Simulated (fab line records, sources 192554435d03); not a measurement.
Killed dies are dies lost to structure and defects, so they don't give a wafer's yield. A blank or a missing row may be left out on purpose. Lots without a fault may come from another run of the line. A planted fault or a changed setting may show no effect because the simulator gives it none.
fab line records | flow n5_finfet
record lots=7 wafers=21
route steps=1938 shown BEOL_M5@1161 BEOL_M7@1309 BEOL_M8@1359 BEOL_M9@1428 BEOL_M10@1480
start_h: hours from the record's first day to the start of the lot's first wafer shown | wait_h: hours since the lot's step before | " the same as in the row above | L1.1+2: a row that stands for several wafers | - no value, or no start given | * or withheld: withheld | < > ~ a bound
route shown NAME@n: a module of which the file shows steps, and the number in the route of the first | usual: mean/standard deviation of fault-free wafers | same: alike in all rows | chamber/n: place in a boat | sites: the reading at each site | _std_site: their standard deviation | _edge_site: outer sites' mean less inner sites' | radius_mm: how far each site lies from the wafer's centre | mask NAME#n: copy n | behind: the tool/chamber that last shaped the wafer | hold: why the lot was held/for how many hours/how that ended | device: the transistor (n, p or np) that didn't switch | end of line: the same wafers' tests at the end of the route | a step without rows: its recipe alone | killed: dies lost to structure and defects at the first sort, not the wafer's yield | map: a wafer's dies, x killed, . not, _ none there
set.NAME: the setting as run; set.NAME@STEP: as run at that earlier step | model.NAME: the simulator's own value behind a step, which no gauge read
lots whose settings were changed on purpose; a table a step, a row a wafer
## steps
# step N5_BEOL_M5_ETCH_41
# recipe chemistry=CH3F/O2 target=SiCN target_depth_a=315 taper_deg=2 time_s=56.7 ion_energy_ev=120 mask_material=TiN pressure_mtorr=30 source_w=395 bias_w=75 Ar_flow_sccm=150 CH3F_flow_sccm=30 O2_flow_sccm=20
# usual rf_vpp_V=297.4/1.4
# columns lot.wafer tool chamber start_h wait_h set.source_w rf_vpp_V
L080.3 rie_diel-02 0 - - 395 295.6
L080.5 " 3 " " 395 297.2
L080.6 " 2 " " 348 309.6
L082.4 rie_diel-03 1 - - 436.8 287.4
L082.5 " 3 " " 395 299.1
L082.6 " 0 " " 395 295.3
L083.3 rie_diel-02 3 - - 367.2 302.5
L083.4 " 1 " " 367.2 306.8
L083.5 " 2 " " 395 296.8
L084.1 rie_diel-06 0 - - 395 299.5
L084.3 " 3 " " 395 297.0
L084.4 " 2 " " 395 298.0
L086.1 rie_diel-06 3 - - 395 297.4
L086.4 " 2 " " 395 297.2
L086.6 " 3 " " 395 296.2
L092.1 rie_diel-02 3 - - 395 297.0
L092.3 " 2 " " 450.2 283.5
L092.4 " 1 " " 395 300.3
L097.2 rie_diel-02 0 - - 395 296.3
L097.4 " 1 " " 395 299.8
L097.6 " 1 " " 395 301.3
# step N5_BEOL_M7_ETCH_41
# recipe chemistry=CH3F/O2 target=SiCN target_depth_a=319 taper_deg=2 time_s=57.8 ion_energy_ev=120 mask_material=TiN pressure_mtorr=30 source_w=395 bias_w=75 Ar_flow_sccm=150 CH3F_flow_sccm=30 O2_flow_sccm=20
# usual rf_vpp_V=297.4/1.4
# columns lot.wafer tool chamber start_h wait_h set.source_w rf_vpp_V
L080.3 rie_diel-03 1 - - 368.4 303.7
L080.5 " 2 " " 395 299.0
L080.6 " 3 " " 368.4 306.0
L082.4 rie_diel-02 1 - - 395 299.9
L082.5 " 3 " " 395 296.4
L082.6 " 2 " " 353.3 308.5
L083.3 rie_diel-03 3 - - 395 298.0
L083.4 " 1 " " 339.7 314.3
L083.5 " 3 " " 395 299.2
L084.1 rie_diel-02 2 - - 337.8 311.7
L084.3 " 1 " " 337.8 314.9
L084.4 " 0 " " 395 295.7
L086.1 rie_diel-03 3 - - 440.9 288.3
L086.4 " 2 " " 395 297.3
L086.6 " 1 " " 440.9 285.7
L092.1 rie_diel-03 0 - - 395 295.5
L092.3 " 2 " " 395 298.1
L092.4 " 3 " " 395 298.8
L097.2 rie_diel-03 0 - - 395 293.9
L097.4 " 2 " " 395 297.2
L097.6 " 0 " " 395 294.5
# step N5_BEOL_M8_COAT_22
# recipe resist=CAR-EUV spin_rpm=1500 resist_thk_nm=30
# columns lot.wafer tool chamber start_h wait_h set.spin_rpm model.CAR-EUV_of_BEOL_M8_COAT_22.thk_nm
L080.3+5+6 litho_track-02 0 - - 1500 30.2
L082.4+5+6 litho_track-02 0 - - 1500 30
L083.3+4+5 litho_track-02 0 - - 1500 30
L084.1+4 litho_track-02 0 - - 1614 28.8
L084.3 " 0 " " 1500 30
L086.1 litho_track-05 0 - - 1381 31.2
L086.4+6 " 0 " " 1500 30
L092.1 litho_track-05 0 - - 1657 28.4
L092.3+4 " 0 " " 1500 30
L097.2+4 litho_track-02 0 - - 1500 30.2
L097.6 " 0 " " 1500 30
# step N5_BEOL_M8_EXPOSE_25
# recipe mask_id=V7 na=0.33 source_shape=annular sigma_inner=0.4 sigma_outer=0.8 polarization=unpolarized target_cd_nm=40 dose_mj=42.5
# columns lot.wafer tool chamber start_h wait_h mask set.dose_mj
L080.3+5+6 euv_scanner-02 0 219.46 - V7#0 42.5
L082.4 euv_scanner-02 0 246.40 - V7#0 42.5
L082.5+6 " 0 " " V7#0 39.45
L083.3+4 euv_scanner-02 0 253.80 - V7#0 42.5
L083.5 " 0 " " V7#0 41.47
L084.1+4 euv_scanner-02 0 262.00 - V7#0 41.32
L084.3 " 0 " " V7#0 42.5
L086.1+4+6 euv_scanner-01 0 265.19 - V7#0 42.5
L092.1+3+4 euv_scanner-01 0 313.53 - V7#0 42.5
L097.2+4+6 euv_scanner-02 0 337.10 - V7#0 42.5
# step N5_BEOL_M8_PEB_26
# recipe peb_temp_c=100 peb_time_s=60 resist=CAR-EUV
# step N5_BEOL_M8_DEVELOP_27
# recipe develop_time_s=30 developer=TMAH resist=CAR-EUV rinse_liquid=surfactant_rinse dry=air_spin dev_temp_c=23
# columns lot.wafer tool chamber start_h wait_h set.spin_rpm@BEOL_M8_COAT_22 model.CAR-EUV_of_BEOL_M8_COAT_22.thk_nm
L080.3 litho_track-02 0 - - 1500 29.6
L080.5+6 " 0 " " 1500 29.8
L082.4+5+6 litho_track-05 0 - - 1500 29.6
L083.3+4+5 litho_track-02 0 - - 1500 29.6
L084.1+4 litho_track-04 0 - - 1614 28.4
L084.3 " 0 " " 1500 29.4
L086.1 litho_track-05 0 - - 1381 30.8
L086.4+6 " 0 " " 1500 29.4
L092.1 litho_track-04 0 - - 1657 28
L092.3+4 " 0 " " 1500 29.4
L097.2+4+6 litho_track-02 0 - - 1500 29.6
# step N5_BEOL_M8_DESCUM_33
# recipe chemistry=O2 time_s=7 source_power_w=50 bias_power_w=20 pressure_mtorr=20 rf_frequency_hz=2.712e+07 temp_c=40 resist=CAR-EUV o2_flow_sccm=225
# columns lot.wafer tool chamber start_h wait_h set.dose_mj@BEOL_M8_EXPOSE_25 model.BEOL_M8.cd_nm
L080.3+5 rie_diel-01 0,1 219.70 0.0 42.5 40
L080.6 " 0 " " 42.5 39.8
L082.4 rie_diel-01 1 246.63 0.0 42.5 40
L082.5+6 " 3,0 " " 39.45 38.2
L083.3+4 rie_diel-01 0,3 254.04 0.0 42.5 39.6
L083.5 " 0 " " 41.47 39.2
L084.1 rie_diel-05 1 262.26 0.0 41.32 39.2
L084.3 " 0 " " 42.5 40.2
L084.4 " 2 " " 41.32 39.6
L086.1 rie_diel-05 0 266.04 0.6 42.5 39.8
L086.4 " 3 " " 42.5 39.6
L086.6 " 0 " " 42.5 39.4
L092.1 rie_diel-01 2 314.03 0.3 42.5 39.8
L092.3 " 0 " " 42.5 40.2
L092.4 " 3 " " 42.5 40
L097.2 rie_diel-05 1 337.34 0.0 42.5 39.6
L097.4+6 " 3 " " 42.5 39.8
# step N5_BEOL_M8_ETCH_72
# recipe chemistry=N2/H2 target=underlayer target_depth_a=65 mask_material=CAR-EUV time_s=5.2 ion_energy_ev=200 pressure_mtorr=30 source_w=840 bias_w=150 n2_flow_sccm=200 h2_flow_sccm=200 ends=cleared
# columns lot.wafer tool chamber start_h wait_h set.dose_mj@BEOL_M8_EXPOSE_25 model.BEOL_M8.cd_nm
L080.3 rie_diel-01 0 219.73 0.0 42.5 39.8
L080.5+6 " 1,0 " " 42.5 40
L082.4 rie_diel-01 1 246.66 0.0 42.5 40
L082.5+6 " 3,0 " " 39.45 38.2
L083.3 rie_diel-01 0 254.07 0.0 42.5 39.8
L083.4 " 3 " " 42.5 39.6
L083.5 " 0 " " 41.47 39.2
L084.1 rie_diel-05 1 262.30 0.0 41.32 39.2
L084.3 " 0 " " 42.5 40.4
L084.4 " 2 " " 41.32 39.8
L086.1 rie_diel-05 0 266.08 0.0 42.5 39.8
L086.4+6 " 3,0 " " 42.5 39.6
L092.1 rie_diel-01 2 314.07 0.0 42.5 39.8
L092.3 " 0 " " 42.5 40.2
L092.4 " 3 " " 42.5 40
L097.2 rie_diel-05 1 337.38 0.0 42.5 39.6
L097.4+6 " 3 " " 42.5 39.8
# step N5_BEOL_M8_ETCH_65
# recipe chemistry=CF4 target=SiARC target_depth_a=156 mask_material=CAR-EUV time_s=26 ion_energy_ev=80 pressure_mtorr=40 source_w=545 bias_w=36 Ar_flow_sccm=100 cf4_flow_sccm=100 ends=cleared
# columns lot.wafer tool chamber start_h wait_h set.dose_mj@BEOL_M8_EXPOSE_25 model.BEOL_M8.cd_nm
L080.3 rie_diel-01 0 219.75 0.0 42.5 39.8
L080.5 " 1 " " 42.5 40.2
L080.6 " 0 " " 42.5 40
L082.4 rie_diel-01 1 246.68 0.0 42.5 40.2
L082.5 " 3 " " 39.45 38.2
L082.6 " 0 " " 39.45 38.4
L083.3+4 rie_diel-01 0,3 254.09 0.0 42.5 39.8
L083.5 " 0 " " 41.47 39.2
L084.1 rie_diel-05 1 262.31 0.0 41.32 39.2
L084.3 " 0 " " 42.5 40.2
L084.4 " 2 " " 41.32 39.6
L086.1 rie_diel-05 0 266.09 0.0 42.5 39.8
L086.4 " 3 " " 42.5 39.6
L086.6 " 0 " " 42.5 39.4
L092.1 rie_diel-01 2 314.08 0.0 42.5 39.6
L092.3+4 " 0,3 " " 42.5 40
L097.2+4+6 rie_diel-05 1,3,3 337.40 0.0 42.5 39.6
# step N5_BEOL_M8_ETCH_66
# recipe chemistry=N2/H2 target=SOC target_depth_a=800 overetch_a=160 mask_material=SiARC temp_c=40 time_s=120 ion_energy_ev=200 pressure_mtorr=30 source_w=840 bias_w=150 n2_flow_sccm=200 h2_flow_sccm=200
# columns lot.wafer tool chamber start_h wait_h set.dose_mj@BEOL_M8_EXPOSE_25 model.BEOL_M8.cd_nm
L080.3 rie_diel-01 0 219.78 0.0 42.5 39.8
L080.5 " 1 " " 42.5 40.2
L080.6 " 0 " " 42.5 40
L082.4 rie_diel-01 1 246.71 0.0 42.5 40.2
L082.5 " 3 " " 39.45 38.4
L082.6 " 0 " " 39.45 38
L083.3 rie_diel-01 0 254.12 0.0 42.5 39.4
L083.4 " 3 " " 42.5 39.6
L083.5 " 0 " " 41.47 38.8
L084.1 rie_diel-05 1 262.34 0.0 41.32 39.4
L084.3 " 0 " " 42.5 40.4
L084.4 " 2 " " 41.32 39.8
L086.1 rie_diel-05 0 266.12 0.0 42.5 40
L086.4+6 " 3,0 " " 42.5 39.6
L092.1+3 rie_diel-01 2,0 314.11 0.0 42.5 39.6
L092.4 " 3 " " 42.5 40
L097.2 rie_diel-05 1 337.42 0.0 42.5 39.2
L097.4+6 " 3 " " 42.5 39.6
# step N5_BEOL_M8_STRIP_69
# recipe chemistry=N2/H2 temp_c=40 n2_flow_sccm=200 h2_flow_sccm=200 rf_frequency_hz=6e+07
# step N5_BEOL_M8_STRIP_73
# recipe chemistry=N2/H2 temp_c=40 n2_flow_sccm=200 h2_flow_sccm=200 rf_frequency_hz=6e+07
# step N5_BEOL_M8_VIA_ETCH_34
# recipe chemistry=C4F6/O2 target=SiCOH_lowk target_depth_a=1255 mask_material=SOC taper_deg=4 time_s=50.5 ion_energy_ev=250 pressure_mtorr=30 source_w=345 bias_w=185 Ar_flow_sccm=300 C4F6_flow_sccm=10 O2_flow_sccm=10
# columns lot.wafer tool chamber start_h wait_h set.dose_mj@BEOL_M8_EXPOSE_25 model.BEOL_M8.cd_nm
L080.3 rie_diel-01 0 219.88 0.0 42.5 39.8
L080.5+6 " 1,0 " " 42.5 40
L082.4 rie_diel-01 1 246.81 0.0 42.5 40.2
L082.5 " 3 " " 39.45 38.4
L082.6 " 0 " " 39.45 38
L083.3 rie_diel-01 0 254.22 0.0 42.5 39.4
L083.4 " 3 " " 42.5 39.6
L083.5 " 0 " " 41.47 38.8
L084.1 rie_diel-05 1 262.44 0.0 41.32 39.4
L084.3 " 0 " " 42.5 40.6
L084.4 " 2 " " 41.32 39.8
L086.1 rie_diel-05 0 266.22 0.0 42.5 40
L086.4 " 3 " " 42.5 39.8
L086.6 " 0 " " 42.5 39.6
L092.1+3 rie_diel-01 2,0 314.21 0.0 42.5 39.4
L092.4 " 3 " " 42.5 40
L097.2 rie_diel-05 1 337.52 0.0 42.5 39.4
L097.4 " 3 " " 42.5 39.8
L097.6 " 3 " " 42.5 39.6
# step N5_BEOL_M9_COAT_22
# recipe resist=CAR-EUV spin_rpm=1500 resist_thk_nm=30
# columns lot.wafer tool chamber start_h wait_h set.spin_rpm model.CAR-EUV_of_BEOL_M9_COAT_22.thk_nm
L080.3+5 litho_track-03 0 - - 1425 30.8
L080.6 " 0 " " 1500 30
L082.4+6 litho_track-01 0 - - 1500 30.2
L082.5 " 0 " " 1609 29.2
L083.3+4+5 litho_track-05 0 - - 1500 30
L084.1 litho_track-05 0 - - 1563 29.4
L084.3 " 0 " " 1563 29.6
L084.4 " 0 " " 1500 30.2
L086.1+4 litho_track-05 0 - - 1500 30.2
L086.6 " 0 " " 1568 29.4
L092.1 litho_track-01 0 - - 1500 30
L092.3+4 " 0 " " 1652 28.6
L097.2+4 litho_track-01 0 - - 1500 30
L097.6 " 0 " " 1500 30.2
# step N5_BEOL_M9_EBR_24
# recipe solvent=PGMEA ebr_width_mm=1.5
# step N5_BEOL_M9_SOFTBAKE_23
# recipe temp_c=110 time_s=60 resist=CAR-EUV
# step N5_BEOL_M9_EXPOSE_25
# recipe mask_id=V8 na=0.33 source_shape=annular sigma_inner=0.4 sigma_outer=0.8 polarization=unpolarized dose_mj=37.25
# step N5_BEOL_M9_PEB_26
# recipe peb_temp_c=100 peb_time_s=60 resist=CAR-EUV
# step N5_BEOL_M9_DEVELOP_27
# recipe develop_time_s=30 developer=TMAH resist=CAR-EUV rinse_liquid=surfactant_rinse dry=air_spin dev_temp_c=23
# columns lot.wafer tool chamber start_h wait_h set.spin_rpm@BEOL_M9_COAT_22 model.CAR-EUV_of_BEOL_M9_COAT_22.thk_nm
L080.3+5 litho_track-05 0 - - 1425 30.4
L080.6 " 0 " " 1500 29.6
L082.4+6 litho_track-03 0 - - 1500 29.6
L082.5 " 0 " " 1609 28.6
L083.3+5 litho_track-03 0 - - 1500 29.4
L083.4 " 0 " " 1500 29.6
L084.1+3 litho_track-03 0 - - 1563 29
L084.4 " 0 " " 1500 29.6
L086.1+4 litho_track-05 0 - - 1500 29.6
L086.6 " 0 " " 1568 29
L092.1 litho_track-01 0 - - 1500 29.6
L092.3+4 " 0 " " 1652 28.2
L097.2+4+6 litho_track-05 0 - - 1500 29.6
# step N5_BEOL_M10_EXPOSE_08
# recipe mask_id=M10 na=1.35 source_shape=dipole sigma_inner=0.411 sigma_outer=0.611 polarization=te dose_mj=53.75
# columns lot.wafer tool chamber start_h wait_h mask set.dose_mj
L080.3+5 arfi_scanner-03 0 234.79 - M10#0 51.99
L080.6 " 0 " " M10#0 53.75
L082.4+5+6 arfi_scanner-01 0 261.47 - M10#0 53.75
L083.3+4+5 arfi_scanner-03 0 266.01 - M10#0 53.75
L084.1+3+4 arfi_scanner-01 0 273.31 - M10#0 53.75
L086.1+4+6 arfi_scanner-02 0 279.55 - M10#0 53.75
L092.1+3 arfi_scanner-02 0 327.53 - M10#0 53.75
L092.4 " 0 " " M10#0 50.62
L097.2+4+6 arfi_scanner-03 0 351.37 - M10#0 53.75
# step N5_BEOL_M10_PEB_09
# recipe peb_temp_c=withheld peb_time_s=60 resist=CAR-ArF
# step N5_BEOL_M10_DEVELOP_10
# recipe develop_time_s=30 developer=TMAH resist=CAR-ArF rinse_liquid=diw dry=air_spin dev_temp_c=23
# step N5_BEOL_M10_CD_MEAS_11
# recipe target_cd_nm=64.1 landing_energy_ev=500 detector=se_inlens polarity=opening
# usual cd_nm=64.5/0.67
# columns lot.wafer tool chamber start_h wait_h set.dose_mj@BEOL_M10_EXPOSE_08 cd_nm
L080.3 cd_sem-02 0 234.91 - 51.99 63.5
L080.5 " 0 " " 51.99 63.2
L080.6 " 0 " " 53.75 65.3
L082.4 cd_sem-01 0 261.58 - 53.75 64.5
L082.5 " 0 " " 53.75 64.6
L082.6 " 0 " " 53.75 64.7
L083.3 cd_sem-02 0 266.12 - 53.75 65.3
L083.4 " 0 " " 53.75 64.6
L083.5 " 0 " " 53.75 65.4
L084.1 cd_sem-02 0 273.44 - 53.75 64.4
L084.3 " 0 " " 53.75 64.3
L084.4 " 0 " " 53.75 65.2
L086.1 cd_sem-02 0 279.68 - 53.75 63.2
L086.4 " 0 " " 53.75 64.6
L086.6 " 0 " " 53.75 64.0
L092.1 cd_sem-01 0 327.66 - 53.75 64.8
L092.3 " 0 " " 53.75 65.7
L092.4 " 0 " " 50.62 62.1
L097.2 cd_sem-02 0 351.49 - 53.75 64.1
L097.4 " 0 " " 53.75 63.7
L097.6 " 0 " " 53.75 64.3
# step N5_BEOL_M10_HM_OPEN_17
# recipe chemistry=Cl2/BCl3 target_depth_a=200 overetch_a=60 target=TiN mask_material=SOC ion_energy_ev=150 pressure_mtorr=10 icp_w=1000 bias_w=126 Cl2_flow_sccm=53.25 bcl3_flow_sccm=21.75 Ar_flow_sccm=25
# step N5_BEOL_M10_STRIP_19
# recipe chemistry=O2 power_w=400 temp_c=40 pressure_mtorr=30 rf_frequency_hz=6e+07 bias_power_w=0 overash_fraction=0.2 o2_flow_sccm=225
# step N5_BEOL_M10_CD_MEAS_18
# recipe pitch_nm=140 target_cd_nm=70
# usual cd_nm=70.4/0.84
# columns lot.wafer tool chamber start_h wait_h set.dose_mj@BEOL_M10_EXPOSE_08 cd_nm
L080.3 cd_sem-03 - 235.48 0.1 51.99 69.0
L080.5 " - " " 51.99 68.6
L080.6 " - " " 53.75 71.2
L082.4 cd_sem-01 - 262.53 0.1 53.75 70.5
L082.5 " - " " 53.75 70.0
L082.6 " - " " 53.75 70.4
L083.3 cd_sem-01 - 267.28 0.1 53.75 71.5
L083.4 " - " " 53.75 70.9
L083.5 " - " " 53.75 71.8
L084.1 cd_sem-02 - 273.98 0.0 53.75 70.0
L084.3 " - " " 53.75 69.9
L084.4 " - " " 53.75 71.1
L086.1 cd_sem-02 - 280.67 0.1 53.75 69.2
L086.4 " - " " 53.75 70.7
L086.6 " - " " 53.75 70.8
L092.1 cd_sem-01 - 328.20 0.0 53.75 72.0
L092.3 " - " " 53.75 71.1
L092.4 " - " " 50.62 66.9
L097.2 cd_sem-01 - 352.04 0.1 53.75 70.3
L097.4 " - " " 53.75 69.0
L097.6 " - " " 53.75 70.4
# step N5_BEOL_M10_TRENCH_ETCH_37
# recipe chemistry=C4F6/O2 target_depth_a=1488.3 target=SiCOH_lowk time_s=48 ion_energy_ev=250 pressure_mtorr=30 source_w=345 bias_w=185 Ar_flow_sccm=300 C4F6_flow_sccm=10 O2_flow_sccm=10
# columns lot.wafer tool chamber start_h wait_h set.time_s model.etch.depth_nm model.BEOL_M10.feature_depth_nm
L080.3 rie_diel-05 3 - - 48 152.1 152
L080.5 " 0 " " 52.81 164.8 164.8
L080.6 " 1 " " 52.81 154.1 154.2
L082.4 rie_diel-05 0 - - 44.53 139.6 139.6
L082.5 " 2 " " 44.53 140.3 140.4
L082.6 " 3 " " 44.53 136.9 136.8
L083.3 rie_diel-01 2 - - 53.03 161.2 161.2
L083.4 " 3 " " 48 151.4 151.4
L083.5 " 3 " " 48 153.2 153.2
L084.1+3 rie_diel-05 3,0 - - 48 146.2 146.2
L084.4 " 3 " " 48 145.9 145.8
L086.1 rie_diel-01 0 - - 48 151.6 151.6
L086.4 " 1 " " 44.14 135.3 135.4
L086.6 " 3 " " 48 152.1 152.2
L092.1 rie_diel-04 3 - - 48 151.2 151.2
L092.3 " 1 " " 43.66 133.9 134
L092.4 " 1 " " 43.66 133.6 133.6
L097.2 rie_diel-01 1 - - 48 151.6 151.6
L097.4 " 0 " " 48 151.2 151.2
L097.6 " 3 " " 48 149.8 149.8
## key
split step=N5_BEOL_M5_ETCH_41 setting=source_w stated=395 by=wafer
response step=N5_BEOL_M5_ETCH_41 reading=rf_vpp_V change=-1.06 per=1% r=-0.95
split step=N5_BEOL_M7_ETCH_41 setting=source_w stated=395 by=wafer
response step=N5_BEOL_M7_ETCH_41 reading=rf_vpp_V change=-1.07 per=1% r=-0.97
split step=N5_BEOL_M8_COAT_22 setting=spin_rpm stated=1500 by=wafer
response step=N5_BEOL_M8_COAT_22 reading=model.CAR-EUV_of_BEOL_M8_COAT_22.thk_nm change=-0.154 per=1% r=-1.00
response step=N5_BEOL_M8_DEVELOP_27 reading=model.CAR-EUV_of_BEOL_M8_COAT_22.thk_nm change=-0.145 per=1% r=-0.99
split step=N5_BEOL_M8_EXPOSE_25 setting=dose_mj stated=42.5 by=wafer
response step=N5_BEOL_M8_DESCUM_33 reading=model.BEOL_M8.cd_nm change=+0.247 per=1% r=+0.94
response step=N5_BEOL_M8_ETCH_72 reading=model.BEOL_M8.cd_nm change=+0.255 per=1% r=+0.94
response step=N5_BEOL_M8_ETCH_65 reading=model.BEOL_M8.cd_nm change=+0.266 per=1% r=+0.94
response step=N5_BEOL_M8_ETCH_66 reading=model.BEOL_M8.cd_nm change=+0.281 per=1% r=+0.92
response step=N5_BEOL_M8_VIA_ETCH_34 reading=model.BEOL_M8.cd_nm change=+0.289 per=1% r=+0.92
split step=N5_BEOL_M9_COAT_22 setting=spin_rpm stated=1500 by=wafer
response step=N5_BEOL_M9_COAT_22 reading=model.CAR-EUV_of_BEOL_M9_COAT_22.thk_nm change=-0.146 per=1% r=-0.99
response step=N5_BEOL_M9_DEVELOP_27 reading=model.CAR-EUV_of_BEOL_M9_COAT_22.thk_nm change=-0.14 per=1% r=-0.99
split step=N5_BEOL_M10_EXPOSE_08 setting=dose_mj stated=53.75 by=wafer
response step=N5_BEOL_M10_CD_MEAS_11 reading=cd_nm change=+0.552 per=1% r=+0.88
response step=N5_BEOL_M10_CD_MEAS_18 reading=cd_nm change=+0.79 per=1% r=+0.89
split step=N5_BEOL_M10_TRENCH_ETCH_37 setting=time_s stated=48 by=wafer
response step=N5_BEOL_M10_TRENCH_ETCH_37 reading=model.etch.depth_nm change=+1.28 per=1% r=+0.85
response step=N5_BEOL_M10_TRENCH_ETCH_37 reading=model.BEOL_M10.feature_depth_nm change=+1.29 per=1% r=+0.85
